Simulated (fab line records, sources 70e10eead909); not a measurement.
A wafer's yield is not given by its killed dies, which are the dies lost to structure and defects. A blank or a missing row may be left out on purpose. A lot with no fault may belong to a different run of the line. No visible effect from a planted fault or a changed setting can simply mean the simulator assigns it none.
Commonality check across tools + flow nand harc + Sampled: 4 lots, 10 wafers

== REASON IT WAS OPENED ==
Flagged at NHARC_END_SORT_01: reading killed at periphery, on 2 of 4 lots. No-fault wafers: 2.9, standard deviation 2.
Rule: a lot is flagged when every wafer of it that has a number lies more than 4 standard deviations from that mean, or none has a number. The rest of the lots are taken to be sound.

| lot  | measured     | on        | killed at periphery, wafer by wafer | flag    |
|------|--------------|-----------|-------------------------------------|---------|
| L807 | day 19 19:55 | prober-01 | 652 648 642                         | FLAGGED |
| L811 | day 20 02:53 | prober-02 | 662 644 654                         | FLAGGED |
| L826 | day 24 05:38 | prober-01 | 8                                   |         |
| L827 | day 25 10:47 | prober-02 | 2 3 1                               |         |
Flagged lots average 650.3: +647.4 relative to the usual, that is +99 or more standard deviations.

== WHICH TOOL RAN EACH LOT ==
The record holds 2 process steps before the reading, out of a route of 1159 steps. Cell contents, in order: the tool; ch with the chambers the sampled wafers went through; the start.
| lot  | flag    | NHARC_P_M1_ETCH_28                           | NHARC_P_M2_DEP_00             |
|------|---------|----------------------------------------------|-------------------------------|
| L807 | FLAGGED | rie diel-10 ch 0,2, day 6 15:35 or earlier   | pecvd-01 ch 0,1, day 6 15:35  |
| L811 | FLAGGED | rie diel-13 ch 0,2,3, day 7 00:51 or earlier | pecvd-01 ch 0,1, day 7 00:51  |
| L826 |         | rie diel-13 ch 0,2, day 11 05:18 or earlier  | pecvd-03 ch 0,2, day 11 05:18 |
| L827 |         | rie diel-13 ch 0,2, day 11 18:43 or earlier  | pecvd-03 ch 0,2, day 11 18:43 |
What the steps here do:
- NHARC_P_M1_ETCH_28: etches the open film in CF4/N2, target depth 30 nm, time 72.99 s.
- NHARC_P_M2_DEP_00: deposits SiOC, target thk 182.5 nm.
- NHARC_END_SORT_01

== FLAGGED OVER TOTAL, TOOL BY TOOL (the gauges that took the reading come last) ==
| step               | tool        | lots run | flagged | share of the flagged lots | sound lots run after its first flagged lot |
|--------------------|-------------|----------|---------|---------------------------|--------------------------------------------|
| NHARC_P_M1_ETCH_28 | rie diel-10 | 1        | 1       | some                      | 0                                          |
| NHARC_P_M1_ETCH_28 | rie diel-13 | 3        | 1       | some                      | 2 (L826,L827)                              |
| NHARC_P_M2_DEP_00  | pecvd-01    | 2        | 2       | all                       | 0                                          |
| NHARC_P_M2_DEP_00  | pecvd-03    | 2        | 0       | none                      | -                                          |
| NHARC_END_SORT_01  | prober-01   | 2        | 1       | some                      | 1 (L826)                                   |
| NHARC_END_SORT_01  | prober-02   | 2        | 1       | some                      | 1 (L827)                                   |
NHARC_P_M1_ETCH_28: start missing for some lots; hours and lot order therefore follow NHARC_P_M2_DEP_00.

== WHAT THE TABLE PERMITS ==
Rows of the table that ran each flagged lot: 1, that is pecvd-01 at NHARC_P_M2_DEP_00.
- pecvd-01 at NHARC_P_M2_DEP_00 ran 2 lots, 2 of them flagged. With no sound lot run before its first flagged lot in this sample, there is nothing to narrow down the start.
pecvd-01 at NHARC_P_M2_DEP_00 is the single tool remaining.

== WHAT WAS PUT IN BY THE SIMULATOR ==
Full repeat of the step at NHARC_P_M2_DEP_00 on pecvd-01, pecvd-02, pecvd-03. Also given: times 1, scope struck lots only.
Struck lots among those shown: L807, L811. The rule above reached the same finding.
